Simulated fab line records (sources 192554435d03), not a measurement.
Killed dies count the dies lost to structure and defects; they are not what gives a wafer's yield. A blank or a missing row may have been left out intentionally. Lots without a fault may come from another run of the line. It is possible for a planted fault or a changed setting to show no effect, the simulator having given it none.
fab line records	flow n5Finfet
record lots=9	wafers=27	lastDay=18
route steps=1938 shown BEOL_M2@858 BEOL_M4@1111 PASSIVATION@1936
lots that met no fault: taken from a fault-free run of the same line
startH: start of the lot's first displayed wafer, in hours after the record's first day	waitH: hours from the lot's prior step to this one	" unchanged from the row above	L1.1+2: a row that stands for several wafers	- no value, or no start given	* or withheld: withheld	< > ~ a bound
route shown NAME@n: NAME is a module with steps in the file, n the number in the route of the first one	usual: mean and standard deviation over wafers with no fault	same: alike in all rows	chamber/n: place in a boat	sites: per-site readings	_std_site: standard deviation of those values	_edge_site: inner sites' mean taken away from outer sites' mean	radiusMm: for every site, how far away it sits from the centre of the wafer	mask NAME#n: copy n	behind: tool/chamber where the wafer was last shaped	hold: cause of the lot's hold/its duration in hours/its outcome	device: which transistor (n, p or np) failed to switch	end of line: at the end of the route, the tests of the same wafers	step lacking rows: just its recipe	killed: at the first sort, the dies lost to defects and structure; wafer yield is something else	map: a wafer's dies, marking killed ones x, the rest . and places with no die _
set.NAME: the setting as run; set.NAME@STEP: as run at that earlier step	model.NAME: the simulator's own value behind a step, which no gauge read
one table for each step of the route and one row for each wafer, over a sample of lots
services: the hour from which a tool's chamber was out of use, counted from the record's first day as startH (under 0 if before that day), plus the number of hours and why
## steps
# step N5_BEOL_M2_ETCH_74
# recipe chemistry=N2/H2	target=underlayer	targetDepthA=65	maskMaterial=CAR-EUV	timeS=5.2	ionEnergyEv=200	pressureMtorr=30	sourceW=840	biasW=150	n2FlowSccm=200	h2FlowSccm=200	ends=cleared
# usual drypumpMotorCurrentA=5.9/0.36	etchRfOnTimeS=5.18/0.06	n2FlowSccm=199.9/0.56	oesProductAu=0.68/0.075	rfVppV=525/3.7	showerheadPlenumPTorr=2.57/0.13	throttleValvePct=17.81/0.18
lot.wafer	tool	chamber	startH	waitH	drypumpMotorCurrentA	etchRfOnTimeS	n2FlowSccm	oesProductAu	rfHoursCounterH	rfVppV	showerheadPlenumPTorr	throttleValvePct
L708.1	rieDiel-04	3	140.84	0.0	6.0	5.12	200.3	0.63	187	524	2.53	17.78
L708.4	"	0	"	"	6.4	5.11	198.8	0.79	30	528	2.70	17.56
L708.5	"	1	"	"	6.1	5.23	201.4	0.62	-	520	2.41	17.71
L709.1	rieDiel-05	1	144.70	0.0	5.4	5.17	199.7	0.65	128	519	2.35	18.02
L709.5	"	3	"	"	6.3	5.14	199.1	0.61	-	524	2.62	18.14
L709.6	"	0	"	"	5.6	5.21	199.3	0.65	-	526	2.65	17.65
L714.1	rieDiel-05	2	182.40	0.0	5.8	5.20	200.3	0.77	14	532	2.72	17.67
L714.3	"	1	"	"	5.4	5.27	200.4	0.64	139	519	2.34	18.04
L714.6	"	2	"	"	5.8	5.16	199.8	0.79	-	530	2.72	17.66
L717.1	rieDiel-05	1	201.81	0.0	5.4	5.26	200.0	0.64	144	518	2.34	18.05
L717.2	"	3	"	"	6.3	5.18	200.2	0.60	245	526	2.61	18.16
L717.5	"	1	"	"	5.4	5.18	200.1	0.64	-	515	2.34	18.05
L718.1	rieDiel-02	0	209.33	0.0	5.3	5.11	200.0	0.71	49	529	2.70	17.59
L718.2	"	1	"	"	5.5	5.20	200.1	0.68	93	528	2.67	17.75
L718.6	"	0	"	"	5.3	5.12	199.6	0.73	-	529	2.70	17.61
L722.1	rieDiel-02	1	229.76	0.0	5.5	5.21	199.6	0.69	101	525	2.67	17.72
L722.2	"	0	"	"	5.3	5.08	200.4	0.71	57	528	2.69	17.64
L722.5	"	2	"	"	6.4	5.08	199.8	0.83	-	522	2.50	17.72
L725.1	rieDiel-04	1	238.14	0.0	6.1	5.21	200.2	0.60	235	520	2.40	17.73
L725.3	"	3	"	"	6.0	5.10	199.4	0.61	221	524	2.51	17.85
L725.5	"	0	"	"	6.4	5.07	199.6	0.73	-	530	2.68	17.63
L726.3	rieDiel-04	1	245.91	0.0	6.1	5.30	200.4	0.59	238	520	2.40	17.75
L726.5	"	1	"	"	6.1	5.23	200.8	0.59	-	520	2.40	17.76
L726.6	"	2	"	"	6.1	5.17	200.7	0.71	-	520	2.47	18.04
L729.1	rieDiel-05	1	263.99	0.0	5.4	5.23	199.6	0.63	166	519	2.33	18.07
L729.2	"	0	"	"	5.6	5.20	199.8	0.63	192	526	2.63	17.72
L729.3	"	3	"	"	6.4	5.17	199.7	0.80	6	529	2.61	17.75
# step N5_BEOL_M2_STRIP_66
# recipe chemistry=CF4	resist=SiARC	powerW=300	biasPowerW=75	pressureMtorr=50	cf4FlowSccm=150	rfFrequencyHz=6e+07
# usual drypumpMotorCurrentA=5.8/0.37	oesProductAu=0.79/0.082	rfVppV=271.6/2.2	showerheadPlenumPTorr=1.81/0.083	throttleValvePct=13.53/0.19
lot.wafer	tool	chamber	startH	waitH	drypumpMotorCurrentA	oesProductAu	rfHoursCounterH	rfVppV	showerheadPlenumPTorr	throttleValvePct
L708.1	rieDiel-04	3	141.01	0.0	6.0	0.73	187	270.7	1.78	13.53
L708.4	"	0	"	"	6.4	0.90	30	274.4	1.91	13.26
L708.5	"	1	"	"	6.1	0.73	-	269.1	1.71	13.51
L709.1	rieDiel-05	1	144.88	0.0	5.4	0.76	128	268.6	1.67	13.71
L709.5	"	3	"	"	6.3	0.70	-	272.4	1.84	13.82
L709.6	"	0	"	"	5.5	0.75	-	273.9	1.86	13.43
L714.1	rieDiel-05	2	182.58	0.0	5.8	0.90	14	274.6	1.90	13.35
L714.3	"	1	"	"	5.4	0.75	139	266.5	1.67	13.77
L714.6	"	2	"	"	5.8	0.91	-	275.0	1.90	13.38
L717.1	rieDiel-05	1	201.98	0.0	5.4	0.75	144	267.8	1.67	13.72
L717.2	"	3	"	"	6.3	0.69	245	272.3	1.84	13.88
L717.5	"	1	"	"	5.4	0.75	-	267.7	1.67	13.74
L718.1	rieDiel-02	0	209.51	0.0	5.3	0.82	49	274.8	1.89	13.25
L718.2	"	1	"	"	5.5	0.80	93	271.9	1.89	13.53
L718.6	"	0	"	"	5.3	0.82	-	273.9	1.89	13.26
L722.1	rieDiel-02	1	229.94	0.0	5.5	0.79	102	272.6	1.89	13.55
L722.2	"	0	"	"	5.3	0.81	58	273.1	1.89	13.28
L722.5	"	2	"	"	6.4	0.96	-	269.8	1.76	13.28
L725.1	rieDiel-04	1	238.32	0.0	6.1	0.70	235	269.1	1.70	13.59
L725.3	"	3	"	"	6.0	0.71	221	273.1	1.77	13.61
L725.5	"	0	"	"	6.4	0.84	-	275.6	1.90	13.35
L726.3	rieDiel-04	1	246.08	0.0	6.1	0.70	238	267.9	1.70	13.59
L726.5	"	1	"	"	6.1	0.70	-	269.2	1.70	13.59
L726.6	"	2	"	"	6.1	0.82	-	269.7	1.75	13.75
L729.1	rieDiel-05	1	264.17	0.0	5.4	0.72	166	268.2	1.66	13.80
L729.2	"	0	"	"	5.5	0.73	192	272.1	1.85	13.52
L729.3	"	3	"	"	6.3	0.94	6	271.0	1.84	13.31
# step N5_BEOL_M2_ALD_98
# recipe material=SiO2	targetThkA=25	tempC=100	aldPrecursorFamily=BDEAS	aldCoReactant=O2-plasma	pulseTimeS=1	coReactantPulseTimeS=1	purgeTimeS=2	coReactantPurgeTimeS=2	aldCycles=17	pressureTorr=2
# usual aldCycles=17/0	heaterPowerW=79/10	precursorPulseHeightRel=1.001/0.02
lot.wafer	tool	chamber	startH	waitH	aldCycles	heaterPowerW	precursorPulseHeightRel
L708.1	aldSin-02	2	141.93	0.1	17	90	1.023
L708.4	"	0	"	"	17	70	0.996
L708.5	"	3	"	"	17	90	0.980
L709.1	aldSin-01	2	145.87	0.1	17	75	0.975
L709.5	"	2	"	"	17	74	0.996
L709.6	"	3	"	"	17	70	1.039
L714.1	aldSin-01	1	184.77	1.3	17	85	0.965
L714.3	"	0	"	"	17	69	0.973
L714.6	"	2	"	"	17	76	0.952
L717.1	aldSin-01	0	202.93	0.1	25	68	0.996
L717.2	"	2	"	"	17	76	1.059
L717.5	"	3	"	"	17	73	0.986
L718.1	aldSin-01	0	210.56	0.2	25	69	0.993
L718.2	"	2	"	"	17	75	1.001
L718.6	"	3	"	"	17	73	1.033
L722.1	aldSin-03	3	230.88	0.1	17	94	1.011
L722.2	"	1	"	"	17	67	0.989
L722.5	"	0	"	"	17	68	1.019
L725.1	aldSin-02	0	239.78	0.5	17	67	0.983
L725.3	"	2	"	"	17	92	0.984
L725.5	"	3	"	"	17	92	0.991
L726.3	aldSin-03	3	247.02	0.1	17	96	1.005
L726.5	"	1	"	"	17	66	0.995
L726.6	"	2	"	"	17	87	0.989
L729.1	aldSin-02	0	265.07	0.1	17	69	1.023
L729.2	"	2	"	"	17	91	0.972
L729.3	"	3	"	"	17	93	1.037
# step N5_BEOL_M2_TRENCH_ETCH_37
# recipe chemistry=C4F6/O2	targetDepthA=555.55	target=SiOC	timeS=29.2	ionEnergyEv=250	pressureMtorr=30	sourceW=355	biasW=185	Ar_flow_sccm=300	C4F6_flow_sccm=10	O2_flow_sccm=10
# usual drypumpMotorCurrentA=5.8/0.38	oesProductAu=0.79/0.082	rfVppV=669/4.5	showerheadPlenumPTorr=2.91/0.11	throttleValvePct=20.74/0.16
lot.wafer	tool	chamber	startH	waitH	drypumpMotorCurrentA	oesProductAu	rfHoursCounterH	rfVppV	showerheadPlenumPTorr	throttleValvePct
L708.1	rieDiel-05	3	-	-	6.3	0.71	228	664	2.93	21.03
L708.4	"	0	"	"	5.6	0.75	155	670	2.95	20.63
L708.5	"	0	"	"	5.6	0.76	-	674	2.95	20.62
L709.1	rieDiel-02	3	-	-	5.9	0.73	178	665	2.93	20.57
L709.5	"	3	"	"	5.9	0.74	-	666	2.93	20.58
L709.6	"	0	"	"	5.3	0.87	-	666	3.01	20.55
L714.1	rieDiel-05	3	-	-	6.3	0.69	241	664	2.92	21.03
L714.3	"	1	"	"	5.4	0.75	140	666	2.64	21.03
L714.6	"	3	"	"	6.3	0.70	-	665	2.92	21.03
L717.1	rieDiel-02	3	-	-	5.9	0.72	199	667	2.92	20.61
L717.2	"	0	"	"	5.3	0.84	49	665	3.00	20.59
L717.5	"	1	"	"	5.5	0.80	-	674	3.00	20.86
L718.1	rieDiel-04	1	-	-	6.1	0.70	228	656	2.70	20.71
L718.2	"	2	"	"	6.1	0.84	74	666	2.77	21.05
L718.6	"	2	"	"	6.1	0.84	-	666	2.77	21.04
L722.1	rieDiel-02	3	-	-	5.9	0.72	208	665	2.92	20.62
L722.2	"	1	"	"	5.5	0.79	104	673	2.99	20.87
L722.5	"	3	"	"	5.9	0.71	-	665	2.92	20.63
L725.1	rieDiel-02	1	-	-	5.5	0.79	114	674	2.99	20.89
L725.3	"	0	"	"	5.3	0.81	68	665	3.00	20.62
L725.5	"	2	"	"	6.4	0.94	-	672	2.78	20.62
L726.3	rieDiel-02	1	-	-	5.5	0.78	115	673	2.99	20.88
L726.5	"	2	"	"	6.4	0.93	-	671	2.78	20.62
L726.6	"	3	"	"	5.9	0.70	-	665	2.91	20.63
L729.1	rieDiel-05	2	-	-	5.8	0.85	46	674	3.02	20.82
L729.2	"	3	"	"	6.3	0.92	11	663	2.91	20.71
L729.3	"	0	"	"	5.5	0.73	194	673	2.93	20.67
# step N5_BEOL_M4_RC_MEAS_101
# usual DIBL_N=35.9/1.3	DIBL_P=35.9/1.5	IOFF_N=0.152/0.023	IOFF_P=0.204/0.027	ION_N=673/9.2	ION_P=462/6.7	SS_N=71.4/0.48	SS_P=73.2/0.55	VT_N=250.3/2.6	VT_P=-250.6/3
lot.wafer	tool	chamber	startH	waitH	DIBL_N[mV/V]	DIBL_P[mV/V]	IOFF_N[nA/um]	IOFF_P[nA/um]	ION_N[uA/um]	ION_P[uA/um]	SS_N[mV/dec]	SS_P[mV/dec]	VT_N[mV]	VT_P[mV]
L708.1	prober-01	0	186.74	0.0	35.9	36.2	0.177	0.208	682	458	71.3	73.9	246.9	-250.4
L708.4	"	0	"	"	35.3	35.8	0.163	0.198	679	459	71.8	73.7	248.9	-251.5
L708.5	"	0	"	"	34.9	36.1	0.159	0.204	676	464	70.8	73.1	248.7	-252.7
L709.1	prober-02	0	188.38	0.0	33.8	34.7	0.143	0.199	667	461	71.0	72.4	250.9	-250.0
L709.5	"	0	"	"	33.5	34.5	0.133	0.186	672	464	71.5	72.5	250.1	-250.8
L709.6	"	0	"	"	33.9	35.1	0.139	0.199	663	464	70.9	72.8	250.9	-250.2
L714.1	prober-02	0	240.07	0.2	34.9	35.7	0.133	0.189	680	467	71.8	73.1	252.7	-250.8
L714.3	"	0	"	"	34.8	33.9	0.126	0.161	670	454	71.0	73.6	253.6	-254.7
L714.6	"	0	"	"	34.8	34.9	0.130	0.178	668	462	71.0	72.1	253.5	-252.7
L717.1	prober-02	0	247.96	0.3	38.2	38.8	0.225	0.247	690	467	71.5	74.1	242.7	-248.1
L717.2	"	0	"	"	37.6	37.3	0.206	0.217	678	458	71.8	73.2	244.2	-253.5
L717.5	"	0	"	"	36.9	36.6	0.182	0.209	682	458	71.3	72.6	246.1	-251.4
L718.1	prober-01	0	266.27	0.0	35.2	36.2	0.158	0.216	679	469	71.9	72.9	250.1	-248.2
L718.2	"	0	"	"	32.5	33.7	0.120	0.180	670	462	70.6	72.4	252.9	-250.1
L718.6	"	0	"	"	35.8	36.4	0.160	0.222	671	462	71.1	73.5	251.2	-248.6
L722.1	prober-02	0	278.09	0.0	37.4	34.7	0.139	0.161	679	457	71.0	72.6	251.0	-255.2
L722.2	"	0	"	"	39.0	36.7	0.163	0.193	689	463	71.4	73.7	248.7	-253.3
L722.5	"	0	"	"	36.4	33.5	0.121	0.149	669	452	71.3	72.6	252.4	-252.7
L725.1	prober-02	0	302.23	0.0	34.5	36.0	0.143	0.198	681	470	71.5	73.3	252.2	-248.9
L725.3	"	0	"	"	33.8	35.6	0.137	0.187	665	466	71.2	73.1	253.1	-253.0
L725.5	"	0	"	"	35.7	37.6	0.164	0.223	681	467	71.5	73.5	249.4	-251.9
L726.3	prober-01	0	305.57	0.3	36.5	36.4	0.174	0.228	688	471	71.9	72.9	246.3	-248.1
L726.5	"	0	"	"	35.8	35.8	0.162	0.218	681	469	72.0	72.9	248.6	-249.2
L726.6	"	0	"	"	36.4	36.3	0.172	0.228	677	468	71.1	72.5	245.5	-247.2
L729.1	prober-01	0	331.94	0.0	41.0	40.4	0.248	0.306	686	469	72.2	74.8	245.1	-245.4
L729.2	"	0	"	"	37.6	35.8	0.157	0.216	667	459	72.2	73.7	251.9	-252.3
L729.3	"	0	"	"	38.4	36.5	0.177	0.238	669	455	71.4	74.4	249.1	-249.1
# step N5_PASSIVATION_PROBE_49
# usual defectLimitedYield=91.0/1.5	killed_at_M0_to_M3=37/12	killed_at_M4_up=13/5	killedAtContacts=13/6.1	killedAtFrontEnd=39/11	killedAtOther=4/3.2	killedDies=106/17	killedOnRim=13/4.2	killedOpen=69/12	killedShort=35/7.9	sort_bin_4_leakage=0.00/0.007	sort_bin_5_function=5.3/1	sort_bin_6_memory=3.3/0.68	sortNPass=1074/17	sortYieldPct=91.0/1.5
# same grossDies=1180	killedAtBackSide=0	sort_bin_8_speed[%]=0
lot.wafer	tool	chamber	startH	waitH	defectLimitedYield[%]	killed_at_M0_to_M3	killed_at_M4_up	killedAtContacts	killedAtFrontEnd	killedAtOther	killedDies	killedOnRim	killedOpen	killedShort	sort_bin_4_leakage[%]	sort_bin_5_function[%]	sort_bin_6_memory[%]	sortNPass	sortYieldPct[%]
L709.1	prober-02	-	303.16	0.7	91.7	19	9	21	46	3	98	14	63	31	0	4.7	3.2	1082	91.7
L709.5	prober-02	-	303.36	0.9	92.8	29	13	10	31	2	85	12	61	24	0	4.8	2.3	1095	92.8
L709.6	prober-02	-	303.41	0.9	93.0	34	6	15	28	0	83	17	53	29	0	4.2	2.6	1097	93.0
L714.1	prober-02	-	355.92	0.0	89.1	57	14	14	41	3	129	13	80	48	0	6.5	3.9	1051	89.1
L717.1	prober-01	-	361.45	0.0	91.9	29	9	15	39	4	96	13	61	33	0	4.8	2.8	1084	91.9
# killed by level:class
L709.1 MOL_CONTACT_COAG:geometricParticle:open=15 FIN_SAQP:geometricParticle:short=13 FIN_SAQP:geometricParticle:open=11 BEOL_M3:geometricParticle:open=9 DUMMY_GATE:geometricParticle:open=5 MOL_CONTACT_COAG:geometricParticle:short=5 STI_FIN_REVEAL:geometricParticle:open=4 BEOL_M5:geometricParticle:open=3
L709.5 BEOL_M1:geometricParticle:open=9 FIN_SAQP:geometricParticle:open=7 STI_FIN_REVEAL:geometricParticle:open=7 MOL_CONTACT_COAG:geometricParticle:open=7 DUMMY_GATE:geometricParticle:open=6 BEOL_M0_SAQP:geometricParticle:short=6 BEOL_M5:geometricParticle:open=5 BEOL_M7:geometricParticle:open=5
L709.6 MOL_CONTACT_COAG:geometricParticle:open=11 BEOL_M0_SAQP:geometricParticle:short=10 FIN_SAQP:geometricParticle:open=7 BEOL_M2:geometricParticle:open=7 BEOL_M0_SAQP:geometricParticle:open=5 BEOL_M3:geometricParticle:open=5 FIN_SAQP:geometricParticle:short=4 GATE_CUT:geometricParticle:short=4
L714.1 BEOL_M0_SAQP:geometricParticle:short=22 STI_FIN_REVEAL:geometricParticle:open=15 BEOL_M0_SAQP:geometricParticle:open=15 MOL_CONTACT_COAG:geometricParticle:open=10 GATE_CUT:geometricParticle:short=6 DUMMY_GATE:geometricParticle:open=5 BEOL_M3:geometricParticle:open=5 BEOL_M5:geometricParticle:open=5
L717.1 FIN_SAQP:geometricParticle:short=12 MOL_CONTACT_COAG:geometricParticle:open=12 BEOL_M0_SAQP:geometricParticle:open=11 FIN_SAQP:geometricParticle:open=9 GATE_CUT:geometricParticle:short=6 BEOL_M0_SAQP:geometricParticle:short=5 BEOL_M3:geometricParticle:open=4 STARTING-WAFER:geometricParticle:open=4
## services
tool	chamber	startH	hours	kind
aldSin-03	2	138.47	10.7	repair
aldSin-02	-	166.41	0.8	pm
aldSin-03	-	177.34	14.0	pm
aldSin-03	0	177.34	14.0	ventCycle
rieDiel-02	2	193.76	-	clean
rieDiel-02	2	193.76	-	consumableReplace:focusRing
rieDiel-02	2	193.76	21.7	scheduledDown
rieDiel-02	2	193.76	21.7	ventCycle
aldSin-02	1	223.34	16.5	repair
rieDiel-05	3	226.36	1.8	repair
aldSin-02	2	228.06	3.2	repair
rieDiel-05	3	228.48	-	clean
rieDiel-05	3	228.48	-	consumableReplace:focusRing
rieDiel-05	3	228.48	13.1	scheduledDown
rieDiel-05	3	228.48	13.1	ventCycle
aldSin-01	3	230.26	6.7	repair
aldSin-01	-	237.79	0.7	repair
aldSin-01	-	248.63	0.8	repair
rieDiel-05	0	267.67	7.6	repair
aldSin-01	-	269.36	14.0	pm
aldSin-01	0	269.36	14.0	ventCycle
aldSin-01	1	269.36	14.0	ventCycle
aldSin-01	2	269.36	14.0	ventCycle
aldSin-01	3	269.36	14.0	ventCycle
## key
firstSign step=N5_BEOL_M2_ALD_98	reading=aldCycles	direction=up	sigmas=99+	usual=*	struck=*
effect none on later readings
metAt N5_BEOL_M2_ALD_98
struckLots L717,L718
struckWafers L717.1,L718.1
notActingAt N5_BEOL_M2_ETCH_74,N5_BEOL_M2_STRIP_66,N5_BEOL_M2_TRENCH_ETCH_37
onsetBetween 184.77 202.93
fault kind=processParameterDrift	tool=aldSin-01	chamber=-	onsetH=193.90	steps=N5_BEOL_M2_ALD_98	channel=aldCycles	offset=*	shape=step	endH=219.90	scope=struckWafersOnly	actsIn=*	stated=*
